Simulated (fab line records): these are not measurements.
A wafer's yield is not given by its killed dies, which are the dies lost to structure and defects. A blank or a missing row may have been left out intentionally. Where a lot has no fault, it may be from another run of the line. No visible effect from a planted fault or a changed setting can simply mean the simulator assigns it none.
Comparing a struck lot with a sound one	flow n5_finfet	21 out of 1938 route steps
Sound: wafers L766.2, L766.4, L766.6. Struck: wafers L776.2, L776.3, L776.6. At the end, the cause is stated.
Per side, at each step with rows, come the tool, then ch with its chambers, and then its first start. Under that, the readings that differ: sound wafers	struck wafers	difference of the means	sigmas: that difference in standard deviations of wafers without a fault.
alike: a reading whose means differ by less than 2 such deviations, as well as words and numbers matching on both sides. not compared: withheld readings; readings where some wafer has no value; bounds like >300 that might hide an equal value; numbers whose values overlap and for which the record gives no deviation.
The two part at a step that has a row with sigmas, a row that says differs or no value, or rows on one side only. When numbers do not overlap yet have no deviation, they are printed without sigmas and do not part them. A reading that every wafer of one side lacks parts them only if that side has two wafers or more.

first, 8 steps without rows for these wafers: N5_BEOL_M12_DESCUM_15 (chemistry O2, time 7.9 s); N5_BEOL_M12_ETCH_59 (etches BARC in N2/H2, target depth 89 nm, overetch 26.7 nm, time 67.9 s); N5_BEOL_M12_VIA_ETCH_16 (etches SiOC in C4F8/O2/Ar, target depth 724.8 nm); N5_BEOL_M12_STRIP_63 (strips in N2/H2); N5_BEOL_M12_STRIP_64 (strips in N2/H2); N5_BEOL_M12_STRIP_71 (strips in post etch residue remover, time 60 s); N5_BEOL_M12_SRD_72 (time 30 s, dry time 30 s); N5_BEOL_M12_COAT_65 (time 60 s, resist thk 300 nm).
N5_BEOL_M12_COAT_66: time 60 s, resist thk 110 nm.
  sound on litho_track-03 ch 0, day 10 21:31; struck on litho_track-03 ch 0, day 13 04:52
reading	sound	struck	difference	sigmas
spin_speed_rpm (rpm)	1498.5 1501.0 1500.4	1450.4 1446.9 1448.7	-51.3	-56
model.SiARC_of_BEOL_M12_COAT_66.thk_nm (nm)	109.6 109.4 109.6	112 111.6 112.2	+2	
  alike: dispense_pressure_kPa
then, 8 steps without rows for these wafers: N5_BEOL_M12_COAT_22 (resist thk 300 nm); N5_BEOL_M12_EBR_24; N5_BEOL_M12_SOFTBAKE_23 (time 60 s); N5_BEOL_M12_EXPOSE_25 (exposes mask M12); N5_BEOL_M12_PEB_26 (peb time 90 s); N5_BEOL_M12_DEVELOP_27 (develop time 45 s); N5_BEOL_M12_HARDBAKE_32 (time 120 s); N5_BEOL_M12_DESCUM_33 (chemistry O2, time 7.9 s).
N5_BEOL_M12_ETCH_67: etches SiARC in CF4, target depth 143 nm, time 238.3 s.
  sound on rie_diel-03 ch 0,1,2, day 10 21:55; struck on rie_diel-06 ch 1,2, day 13 05:37
reading	sound	struck	difference	sigmas
model.etch.depth_nm (nm)	109.6 109.5 109.6	111.9 111.6 112.2	+2.3	
  alike: drypump_motor_current_A, etch_rf_on_time_s, mfc_ar_sccm, oes_product_au, rf_vpp_V, showerhead_plenum_p_Torr, throttle_valve_pct
  not compared: rf_hours_counter_h, model.coat_of_BEOL_M12_COAT_22.thk_nm
N5_BEOL_M12_ETCH_68: etches SOC in N2/H2, time 285 s.
  sound on rie_diel-03 ch 0,1,2, day 10 22:04; struck on rie_diel-06 ch 1,2, day 13 05:46
reading	sound	struck	difference	sigmas
model.SiARC_of_BEOL_M12_COAT_66.thk_nm (nm)	85.8 85.8 85.8	88 87.6 88	+2	
  alike: drypump_motor_current_A, n2_flow_sccm, oes_product_au, rf_vpp_V, showerhead_plenum_p_Torr, temp_c, throttle_valve_pct
  not compared: rf_hours_counter_h
then, 2 steps without rows for these wafers: N5_BEOL_M12_STRIP_69 (strips in N2/H2); N5_PASSIVATION_PROBE_49.

== WHERE THEY PART ==
N5_BEOL_M12_COAT_66 only, going by this record. Later steps at which nothing parts them and some readings are alike: N5_BEOL_M12_ETCH_67, N5_BEOL_M12_ETCH_68.

WHY: the cause the simulator had injected
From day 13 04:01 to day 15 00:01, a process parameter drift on litho_track-03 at N5_BEOL_M12_COAT_66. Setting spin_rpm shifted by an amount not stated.
